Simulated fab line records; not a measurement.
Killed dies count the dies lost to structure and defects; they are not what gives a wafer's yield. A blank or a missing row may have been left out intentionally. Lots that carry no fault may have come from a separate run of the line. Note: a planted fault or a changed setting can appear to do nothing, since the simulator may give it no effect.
fab line records -- flow n5_finfet
record: lots: 4, wafers: 12, last_day: 18
route steps=1938 shown BEOL_M14@1741 BEOL_M15@1773 PASSIVATION@1936
lots with no fault: from the same line, run without faults
start_h: the number of hours between the record's first day and the start of the first shown wafer of the lot -- wait_h: how many hours have passed since the lot's step before this one -- " repeats the value in the row above -- L1.1+2: a single row standing in for several wafers -- - value missing, or start not given -- * or withheld: withheld -- < > ~ a bound
route shown NAME@n: NAME is a module with steps in the file, n the number in the route of the first one -- usual: the fault-free wafers' mean and standard deviation -- same: alike in all rows -- chamber/n: place in a boat -- sites: readings site by site -- _std_site: the values' standard deviation -- _edge_site: mean of outer sites minus mean of inner sites -- radius_mm: how far each site lies from the wafer's centre -- mask NAME#n: copy n -- behind: the last tool/chamber to shape the wafer -- hold: why the lot went on hold/how many hours it stayed there/how the hold came to an end -- device: names the non-switching transistor (n, p or np) -- end of line: the same wafers' tests at the end of the route -- a step without rows: its recipe alone -- killed: not the wafer's yield, but the dies lost to structure and defects at the first sort -- map: a wafer's dies, x killed, . not, _ none there
set.NAME: the setting the step ran with; set.NAME@STEP: the setting that earlier step ran with -- model.NAME: the simulator's own value behind a step, which no gauge read
a table for each step, a row for each wafer; lots at some steps of the route
services: from which hour (start_h, from the record's first day; less than 0 if before it) a tool's chamber was out of use, for how many hours, and why
== steps ==
step: N5_BEOL_M14_SOFTBAKE_23
recipe: temp_c: 130, time_s: 60
step: N5_BEOL_M14_EXPOSE_25
recipe: mask_id: M14, na: 0.8, source_shape: annular, sigma_inner: 0.5, sigma_outer: 0.8, polarization: unpolarized, target_cd_nm: 280, dose_mj: 26.6
step: N5_BEOL_M14_PEB_26
recipe: peb_temp_c: 130, peb_time_s: 90
step: N5_BEOL_M14_DEVELOP_27
recipe: develop_time_s: 45, rinse_liquid: diw, dry: air_spin, dev_temp_c: 21
step: N5_BEOL_M14_HARDBAKE_32
recipe: temp_c: 130, time_s: 120
step: N5_BEOL_M14_DESCUM_33
recipe: chemistry: O2, time_s: 7.9, source_power_w: 50, bias_power_w: 20, pressure_mtorr: 20, rf_frequency_hz: 2.712e+07, temp_c: 40, o2_flow_sccm: 225
step: N5_BEOL_M14_ETCH_67
recipe: chemistry: CF4, target: SiARC, target_depth_a: 1430, time_s: 238.3, ion_energy_ev: 80, pressure_mtorr: 40, source_w: 545, bias_w: 36, Ar_flow_sccm: 100, cf4_flow_sccm: 100, ends: cleared
step: N5_BEOL_M14_ETCH_68
recipe: chemistry: N2/H2, target: SOC, mask_material: SiARC, source_w: 3000, bias_w: 350, temp_c: 40, time_s: 450, ion_energy_ev: 200, pressure_mtorr: 30, n2_flow_sccm: 200, h2_flow_sccm: 200
step: N5_BEOL_M14_STRIP_69
recipe: chemistry: N2/H2, temp_c: 40, n2_flow_sccm: 200, h2_flow_sccm: 200, rf_frequency_hz: 6e+07
step: N5_BEOL_M14_TRENCH_ETCH_34
recipe: chemistry: C4F8/O2/Ar, target: SiO2, target_depth_a: 5566.5, mask_material: SOC, he_inner_torr: 15, he_outer_torr: 30, time_s: 126.9, ion_energy_ev: 800, pressure_mtorr: 20, source_w: 1905, bias_w: 2040, Ar_flow_sccm: 400, C4F8_flow_sccm: 16, O2_flow_sccm: 12
usual: bias_w: 2041/6.1, drypump_motor_current_A: 5.7/0.41, mfc_ar_sccm: 400.0/1.3, oes_o_777_au: 0.81/0.078, oes_product_au: 0.82/0.08, rf_vpp_V: 2247/55, showerhead_plenum_p_Torr: 3.46/0.1, throttle_valve_pct: 30.93/0.24
lot.wafer,tool,chamber,start_h,wait_h,bias_w,drypump_motor_current_A,mfc_ar_sccm,oes_o_777_au,oes_product_au,rf_hours_counter_h,rf_vpp_V,showerhead_plenum_p_Torr,throttle_valve_pct,model.etch.depth_nm
L944.1,rie_diel-02,2,288.00,0.0,2028,5.5,399.9,0.78,0.79,133,2177,3.56,30.77,581.2
L944.2,rie_diel-02,1,288.00,0.0,2043,5.4,399.4,0.87,0.84,84,2228,3.45,30.63,594.2
L944.5,rie_diel-02,0,288.00,0.0,2034,6.3,400.5,0.85,0.84,-,2249,3.56,30.58,584.7
L957.2,rie_diel-02,1,380.07,0.0,2032,5.4,400.4,0.83,1.15,122,2226,3.43,31.21,1000
L957.4,rie_diel-02,2,380.07,0.0,2040,5.5,399.5,0.76,0.75,167,2174,3.54,30.80,573.3
L957.5,rie_diel-02,1,380.07,0.0,2044,5.4,399.4,0.83,0.80,-,2226,3.43,30.66,587.4
L960.2,rie_diel-02,3,395.67,0.0,2035,5.6,398.6,0.94,1.32,21,2297,3.65,31.66,961.9
L960.4,rie_diel-02,0,395.67,0.0,2034,6.3,401.3,0.81,0.80,124,2247,3.54,30.61,571.1
L960.5,rie_diel-02,3,395.67,0.0,2038,5.7,398.7,0.93,0.91,-,2296,3.65,31.13,566.6
L965.1,rie_diel-05,1,400.69,0.0,2042,5.9,401.4,0.75,0.77,132,2241,3.30,30.89,564.6
L965.3,rie_diel-05,2,400.69,0.0,2045,6.6,400.7,0.77,0.77,125,2206,3.32,31.15,556.4
L965.5,rie_diel-05,3,400.69,0.0,2041,5.4,398.3,0.86,0.88,-,2326,3.54,30.96,551.2
step: N5_BEOL_M14_STRIP_70
recipe: chemistry: C4F8/O2/Ar, resist: SiARC, rf_frequency_hz: 6e+07
step: N5_BEOL_M14_OCD_MEAS_35
usual: trench_depth_nm: 562/18
lot.wafer,tool,chamber,start_h,wait_h,trench_depth_nm
L944.1,ocd-02,-,288.16,0.0,581
L944.2,ocd-02,-,288.16,0.0,594
L944.5,ocd-02,-,288.16,0.0,585
L957.2,ocd-01,-,380.23,0.0,1000
L957.4,ocd-01,-,380.23,0.0,573
L957.5,ocd-01,-,380.23,0.0,587
L960.2,ocd-02,-,395.83,0.0,962
L960.4,ocd-02,-,395.83,0.0,571
L960.5,ocd-02,-,395.83,0.0,566
L965.1,ocd-02,-,400.84,0.0,565
L965.3,ocd-02,-,400.84,0.0,557
L965.5,ocd-02,-,400.84,0.0,552
step: N5_BEOL_M14_STRIP_37
recipe: chemistry: O2, power_w: 600, temp_c: 60, pressure_mtorr: 30, rf_frequency_hz: 6e+07, bias_power_w: 0, overash_fraction: 0.3, o2_flow_sccm: 225
step: N5_BEOL_M14_ETCH_38
recipe: chemistry: CF4/N2, target: SiCN, target_depth_a: 1065, taper_deg: 2, time_s: 120.6, ion_energy_ev: 150, mask_material: SiO2, pressure_mtorr: 40, source_w: 430, bias_w: 70, Ar_flow_sccm: 100, cf4_flow_sccm: 60, n2_flow_sccm: 60
step: N5_BEOL_M14_PRECLEAN_39
recipe: chemistry: residue_remover, time_s: 60, temp_c: 40
step: N5_BEOL_M14_SRD_40
recipe: time_s: 30, temp_c: 23, rinse_liquid: diw, dry: n2_spin, spin_rpm: 1500, dry_time_s: 30
step: N5_BEOL_M14_DEGAS_41
recipe: ambient: vacuum, temp_c: 300, time_s: 60
step: N5_BEOL_M14_PRE_CLEAN_42
recipe: gas: H2/He, time_s: 30, temp_c: 300
step: N5_BEOL_M14_SPUTTER_43
recipe: material: TaN, target_thk_a: 150, temp_c: 50, bias_v: 168.6, power_w: 15000, chamber_pressure_pa: 0.12, time_s: 24.19
step: N5_BEOL_M14_SPUTTER_44
recipe: material: Ta, target_thk_a: 150, temp_c: 50, bias_v: 80, power_w: 15000, chamber_pressure_pa: 0.07, time_s: 24.19
step: N5_BEOL_M14_SPUTTER_45
recipe: material: Cu, target_thk_a: 1000, temp_c: -20, bias_v: 60, power_w: 26000, chamber_pressure_pa: 0.13, time_s: 16.67
step: N5_BEOL_M14_ECD_47
recipe: material: Cu, target_thk_a: 12480
step: N5_BEOL_M14_ANNEAL_48
recipe: temp_c: 225, time_s: 90, ambient: N2
step: N5_BEOL_M14_CMP_49
recipe: stop_on: SiO2, t_overpolish_s: 5.2, down_force_psi: 2, platen_rpm: 80, clearing_platen_down_force_psi: 2, clearing_platen_rpm: 80, post_cmp_clean: cu_alkaline, target_thk_nm: 560, clearing_platen_pad_velocity_m_s: 1.5917, pad_velocity_m_s: 1.5917
usual: barrier_field_endpoint_s: 11.4/0.32, motor_current_A: 8.1/1.1, overpolish_run_s: 5.201/0.009, retaining_ring_pressure_frac: 1.000/0.0054, time_to_endpoint_s: 123/5.7
lot.wafer,tool,chamber,start_h,wait_h,barrier_field_endpoint_s,motor_current_A,overpolish_run_s,retaining_ring_pressure_frac,time_to_endpoint_s,model.Cu_of_BEOL_M14_ECD_47.thk_nm
L944.1,cmp-03,3,290.68,0.3,11.1,8.1,5.195,0.994,113,583.2
L944.2,cmp-03,2,290.68,0.3,11.3,7.6,5.207,0.993,121,597.2
L944.5,cmp-03,0,290.68,0.3,11.7,6.3,5.191,1.004,125,588.8
L957.4,cmp-03,0,386.70,0.2,11.5,6.1,5.191,1.000,125,579.4
L957.2,cmp-03,1,386.70,0.2,11.6,8.5,5.183,1.001,121,1004
L957.5,cmp-03,0,386.70,0.2,12.3,6.1,5.196,1.005,132,592.8
L960.4,cmp-03,2,401.20,0.2,11.5,7.9,5.203,0.987,121,574.8
L960.2,cmp-03,0,401.20,0.2,11.7,6.3,5.202,0.987,124,967.4
L960.5,cmp-03,2,401.20,0.2,11.6,7.6,5.203,0.992,121,571.4
L965.3,cmp-02,2,403.81,0.2,11.3,10.4,5.212,1.002,122,560.2
L965.1,cmp-02,3,403.81,0.2,11.1,8.2,5.220,1.000,115,567.4
L965.5,cmp-02,1,403.81,0.2,12.2,7.0,5.210,0.991,134,556.2
step: N5_BEOL_M14_THK_MEAS_50
recipe: thk_meas_gauge: xrf, reads: Cu_of_BEOL_M14_ECD_47
usual: M14_THK: 541/17
lot.wafer,tool,chamber,start_h,wait_h,M14_THK[nm]
L944.1,film_metro-02,-,290.98,-,560
L944.2,film_metro-02,-,290.98,-,571
L944.5,film_metro-02,-,290.98,-,563
L957.2,film_metro-02,-,386.95,-,934
L957.4,film_metro-02,-,386.95,-,548
L957.5,film_metro-02,-,386.95,-,564
L960.2,film_metro-01,-,401.45,-,924
L960.4,film_metro-01,-,401.45,-,557
L960.5,film_metro-01,-,401.45,-,553
L965.1,film_metro-01,-,404.03,-,546
L965.3,film_metro-01,-,404.03,-,538
L965.5,film_metro-01,-,404.03,-,534
step: N5_BEOL_M14_PRE_CLEAN_52
recipe: gas: NH3, time_s: 15, temp_c: withheld, rf_power_w: 300
step: N5_BEOL_M14_DEP_53
recipe: material: SiCN, target_thk_a: 500, temp_c: withheld, precursor: 3MS/NH3, pressure_torr: 3, rf_w: 675, time_s: 17.8
step: N5_BEOL_M14_RS_MEAS_54
recipe: thk_meas_gauge: four-point-probe, reads: Cu_of_BEOL_M14_ECD_47+Ta_of_BEOL_M14_SPUTTER_44+TaN_of_BEOL_M14_SPUTTER_43
usual: M14_RS: 0.0328/0.0011
lot.wafer,tool,chamber,start_h,wait_h,M14_RS[ohm/sq]
L944.1,film_metro-01,-,291.11,0.0,0.0318
L944.2,film_metro-01,-,291.11,0.0,0.0311
L944.5,film_metro-01,-,291.11,0.0,0.0315
L957.2,film_metro-02,-,387.08,0.1,0.0183
L957.4,film_metro-02,-,387.08,0.1,0.0320
L957.5,film_metro-02,-,387.08,0.1,0.0313
L960.2,film_metro-01,-,401.61,0.1,0.0190
L960.4,film_metro-01,-,401.61,0.1,0.0323
L960.5,film_metro-01,-,401.61,0.1,0.0325
L965.1,film_metro-02,-,404.16,0.0,0.0327
L965.3,film_metro-02,-,404.16,0.0,0.0331
L965.5,film_metro-02,-,404.16,0.0,0.0334
step: N5_BEOL_M15_ILD_DEP_00
recipe: material: SiO2, target_thk_a: 16293, temp_c: 400, precursor: TEOS/O2, pressure_torr: 6.5, rf_w: 900, teos_flow_sccm: 161.4, gas: O2, flow_sccm: 2650, time_s: 346.1
step: N5_BEOL_M15_COAT_58
recipe: resist: BARC, temp_c: 205, time_s: 60, spin_rpm: 1500, resist_thk_nm: 89
step: N5_BEOL_M15_COAT_04
recipe: spin_rpm: 1704, resist_thk_nm: 800
step: N5_BEOL_M15_EBR_06
recipe: solvent: PGMEA, ebr_width_mm: 1.5
step: N5_BEOL_M15_SOFTBAKE_05
recipe: temp_c: 130, time_s: 60
step: N5_BEOL_M15_EXPOSE_07
recipe: mask_id: V14, na: 0.8, source_shape: annular, sigma_inner: 0.5, sigma_outer: 0.8, polarization: unpolarized, attpsm_phase_deg: 180, dose_mj: 41.25
step: N5_BEOL_M15_PEB_08
recipe: peb_temp_c: 130, peb_time_s: 90
step: N5_BEOL_M15_DEVELOP_09
recipe: develop_time_s: 45, rinse_liquid: diw, dry: air_spin, dev_temp_c: 21
step: N5_BEOL_M15_HARDBAKE_14
recipe: temp_c: 130, time_s: 120
step: N5_BEOL_M15_RC_MEAS_101
usual: COMB_M10: 1.6e-11/3.5e-12, COMB_M11: 1.5e-11/3.3e-12, COMB_M12: 6.9e-12/1.3e-12, COMB_M13: 5.6e-12/1.1e-12, COMB_M15: 2.9e-12/5.6e-13, COMB_M5: 3.7e-11/6.7e-12, COMB_M6: 2.6e-11/5e-12, COMB_M7: 2.6e-11/5.4e-12, COMB_M8: 2.7e-11/5.3e-12, COMB_M9: 1.48e-11/2.7e-12, COMB_M9_max_site: 2.1e-11/4.5e-12, SERP_M10: 3.02/0.11, SERP_M11: 3.03/0.12, SERP_M12: 0.640/0.021, SERP_M13: 0.309/0.0068, SERP_M14: 0.159/0.0054, SERP_M14_max_site: 0.161/0.0054, SERP_M5: 38.9/2.3, SERP_M6: 13.5/0.64, SERP_M7: 13.5/0.65, SERP_M8: 13.8/0.8, SERP_M9: 3.02/0.12, SERP_M9_max_site: 3.11/0.12
lot.wafer,tool,chamber,start_h,wait_h,COMB_M10[S/m],COMB_M11[S/m],COMB_M12[S/m],COMB_M13[S/m],COMB_M15[S/m],COMB_M5[S/m],COMB_M6[S/m],COMB_M7[S/m],COMB_M8[S/m],COMB_M9[S/m],COMB_M9_max_site[S/m],SERP_M10[ohm/um],SERP_M11[ohm/um],SERP_M12[ohm/um],SERP_M13[ohm/um],SERP_M14[ohm/um],SERP_M14_max_site[ohm/um],SERP_M5[ohm/um],SERP_M6[ohm/um],SERP_M7[ohm/um],SERP_M8[ohm/um],SERP_M9[ohm/um],SERP_M9_max_site[ohm/um]
L944.1,prober-01,0,296.79,0.0,1.5e-11,1.1e-11,6.8e-12,5.6e-12,2.8e-12,2.6e-11,2.6e-11,2.5e-11,2e-11,1.71e-11,2.9e-11,3.23,3.15,0.631,0.310,0.151,0.153,45.2,14.1,13.1,13.6,2.86,3.02
L944.2,prober-01,0,296.79,0.0,1.8e-11,1e-11,6.8e-12,5e-12,2.8e-12,3.5e-11,2.8e-11,2.6e-11,2.1e-11,1.5e-11,2.7e-11,3.03,2.91,0.628,0.308,0.152,0.155,38.7,14.0,13.8,12.2,2.89,2.95
L944.5,prober-01,0,296.79,0.0,1.3e-11,1.2e-11,7.2e-12,6.4e-12,2.8e-12,3e-11,2.1e-11,2.3e-11,2.3e-11,1.55e-11,2.5e-11,3.09,3.00,0.626,0.311,0.155,0.156,38.6,13.9,13.9,12.0,3.08,3.12
L957.2,prober-02,0,399.22,0.2,1.9e-11,2.2e-11,7.8e-12,5.8e-12,3.2e-12,2.9e-11,3.2e-11,1.8e-11,2e-11,1.49e-11,1.8e-11,2.93,3.09,0.628,0.303,0.087,0.088,35.6,12.9,13.1,12.9,3.15,3.30
L957.4,prober-02,0,399.22,0.2,1.7e-11,1.5e-11,8.3e-12,5.5e-12,3.7e-12,3e-11,2.8e-11,2.3e-11,2.7e-11,1.13e-11,1.7e-11,2.92,3.05,0.622,0.320,0.157,0.158,38.8,13.2,13.0,13.0,3.09,3.23
L957.5,prober-02,0,399.22,0.2,1.4e-11,1.4e-11,7e-12,4.7e-12,3.2e-12,3.2e-11,2.1e-11,2.8e-11,1.8e-11,1.08e-11,1.7e-11,2.93,2.92,0.649,0.309,0.153,0.155,37.6,13.1,13.0,12.7,2.94,3.07
L960.2,prober-01,0,415.11,0.2,1.5e-11,1.3e-11,6e-12,5.9e-12,2.5e-12,4e-11,3e-11,1.7e-11,2.6e-11,8.4e-12,1.3e-11,3.13,3.06,0.632,0.313,0.091,0.092,43.5,13.1,14.0,12.3,3.00,3.18
L960.4,prober-01,0,415.11,0.2,2.1e-11,1.8e-11,7.4e-12,5.1e-12,3e-12,4.5e-11,2.2e-11,2.5e-11,2.7e-11,1.5e-11,2.2e-11,2.97,3.41,0.638,0.310,0.155,0.157,36.9,13.0,12.8,13.3,3.05,3.14
L960.5,prober-01,0,415.11,0.2,1.1e-11,1.4e-11,6e-12,4.5e-12,2.9e-12,4.8e-11,2.8e-11,2e-11,2.1e-11,1.21e-11,1.8e-11,2.99,3.04,0.618,0.316,0.155,0.157,38.4,13.5,12.4,12.8,3.00,3.07
L965.1,prober-02,0,418.00,0.1,1.2e-11,1.4e-11,6.7e-12,6.8e-12,3.5e-12,4.6e-11,3.2e-11,1.9e-11,2.9e-11,1.63e-11,2.6e-11,3.23,3.30,0.617,0.304,0.158,0.161,38.0,13.6,13.4,12.9,3.04,3.10
L965.3,prober-02,0,418.00,0.1,1.3e-11,2.5e-11,7.1e-12,5.5e-12,3.8e-12,4e-11,3.5e-11,2.9e-11,2.8e-11,1.91e-11,3.7e-11,3.12,3.03,0.610,0.305,0.159,0.162,38.7,13.9,14.1,13.3,3.20,3.26
L965.5,prober-02,0,418.00,0.1,1.3e-11,1.6e-11,8.2e-12,6.2e-12,3.3e-12,3.5e-11,3.1e-11,2.3e-11,2.3e-11,1.63e-11,2.3e-11,3.33,3.02,0.628,0.309,0.160,0.161,39.1,13.7,13.6,13.2,3.02,3.19
sites SERP_M14 radius_mm=0,75,75,75,75,140,140,140,140
L944.1 0.151 0.150 0.151 0.151 0.151 0.151 0.153 0.152 0.150
L957.2 0.086 0.088 0.087 0.088 0.088 0.087 0.086 0.087 0.087
L960.2 0.090 0.092 0.091 0.090 0.090 0.091 0.092 0.092 0.091
L965.1 0.157 0.158 0.156 0.158 0.158 0.157 0.157 0.158 0.161
step: N5_PASSIVATION_PROBE_49
usual: defect_limited_yield: 91.0/1.4, killed_at_M0_to_M3: 34/10, killed_at_M4_up: 15/5.5, killed_at_contacts: 12/6.1, killed_at_front_end: 41/12, killed_at_other: 4/3.4, killed_dies: 106/17, killed_open: 70/13, killed_short: 34/7.4, sort_bin_4_leakage: 0.01/0.065, sort_bin_5_function: 5.3/1, sort_bin_6_memory: 3.4/0.69, sort_bin_8_speed: 0.03/0.22, sort_n_pass: 1073/17, sort_yield_pct: 91.0/1.4
same: gross_dies: 1180, killed_at_back_side: 0
lot.wafer,tool,chamber,start_h,wait_h,defect_limited_yield[%],killed_at_M0_to_M3,killed_at_M4_up,killed_at_contacts,killed_at_front_end,killed_at_other,killed_dies,killed_open,killed_short,sort_bin_4_leakage[%],sort_bin_5_function[%],sort_bin_6_memory[%],sort_bin_8_speed[%],sort_n_pass,sort_yield_pct[%]
L965.1,prober-02,-,436.65,0.0,89.8,36,12,19,43,10,120,78,39,0,5.8,3.9,0,1060,89.8
L965.3,prober-02,-,436.75,0.1,91.4,26,14,15,43,3,101,71,29,0,4.9,3.4,0,1079,91.4
L965.5,prober-02,-,436.85,0.2,90.0,34,13,13,39,19,118,77,33,0,5.9,3.2,0,1062,90.0
killed by level:class
L965.1 MOL_CONTACT_COAG:geometric_particle:open=17 FIN_SAQP:geometric_particle:open=12 FIN_SAQP:geometric_particle:short=8 BEOL_M0_SAQP:geometric_particle:open=8 BEOL_M0_SAQP:geometric_particle:short=8 STI_FIN_REVEAL:geometric_particle:open=5 STARTING-WAFER:geometric_particle:short=5 STARTING-WAFER:geometric_particle:open=5
L965.3 STI_FIN_REVEAL:geometric_particle:open=16 MOL_CONTACT_COAG:geometric_particle:open=12 BEOL_M2:geometric_particle:open=7 FIN_SAQP:geometric_particle:short=4 BEOL_M3:geometric_particle:open=4 BEOL_M8:geometric_particle:open=4 FIN_SAQP:geometric_particle:open=3 STI_FIN_REVEAL:geometric_particle:short=3
L965.5 MOL_CONTACT_COAG:geometric_particle:open=9 STI_FIN_REVEAL:geometric_particle:open=8 BEOL_M1:geometric_particle:open=8 BEOL_M2:geometric_particle:open=7 FIN_SAQP:geometric_particle:open=6 BEOL_M0_SAQP:geometric_particle:open=6 BEOL_M1:geometric_particle:short=6 STARTING-WAFER:geometric_particle:open=5
== services ==
tool,chamber,start_h,hours,kind
cmp-02,-,272.20,4.0,pm
cmp-02,-,276.20,-,consumable_replace:conditioner
cmp-02,-,276.20,-,consumable_replace:pad
cmp-03,-,291.19,4.6,pm
rie_diel-05,3,293.58,5.8,repair
rie_diel-05,3,316.44,-,clean
rie_diel-05,3,316.44,-,consumable_replace:focus_ring
rie_diel-05,3,316.44,19.1,scheduled_down
rie_diel-05,3,316.44,19.1,vent_cycle
rie_diel-02,3,318.66,-,clean
rie_diel-02,3,318.66,-,consumable_replace:focus_ring
rie_diel-02,3,318.66,-,consumable_replace:showerhead
rie_diel-02,3,318.66,21.9,scheduled_down
rie_diel-02,3,318.66,21.9,vent_cycle
rie_diel-05,0,335.62,-,clean
rie_diel-05,0,335.62,-,consumable_replace:focus_ring
rie_diel-05,0,335.62,25.1,scheduled_down
rie_diel-05,0,335.62,25.1,vent_cycle
rie_diel-02,2,340.01,10.3,repair
cmp-02,-,341.61,2.4,repair
rie_diel-05,3,359.97,5.1,repair
cmp-03,-,365.02,1.9,repair
cmp-02,-,396.33,2.9,repair
== key ==
first_sign: step: N5_BEOL_M14_TRENCH_ETCH_34, reading: oes_product_au, direction: up, sigmas: 5.2, usual: 0.82, struck: 1.23
effect: step: N5_BEOL_M14_OCD_MEAS_35, reading: trench_depth_nm, direction: up, sigmas: 23, usual: 562, struck: 981
effect: step: N5_BEOL_M14_THK_MEAS_50, reading: M14_THK, direction: up, sigmas: 22, usual: 541, struck: 929
effect: step: N5_BEOL_M14_RS_MEAS_54, reading: M14_RS, direction: down, sigmas: 13, usual: 0.0328, struck: 0.0186
effect: step: N5_BEOL_M15_RC_MEAS_101, reading: SERP_M14, direction: down, sigmas: 13, usual: 0.159, struck: 0.089
model_effect: step: N5_BEOL_M14_TRENCH_ETCH_34, value: etch.depth_nm, without: 576.1, struck: 981
model_effect: step: N5_BEOL_M14_CMP_49, value: Cu_of_BEOL_M14_ECD_47.thk_nm, without: 581.1, struck: 985.9
met_at N5_BEOL_M14_TRENCH_ETCH_34
struck_wafers L957.2,L960.2
onset_between 288.00 380.07
fault: kind: process_parameter_drift, tool: rie_diel-02, chamber: -, onset_h: 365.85, steps: N5_BEOL_M14_TRENCH_ETCH_34, channel: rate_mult, offset: 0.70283, shape: step, end_h: 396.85, scope: struck_wafers_only
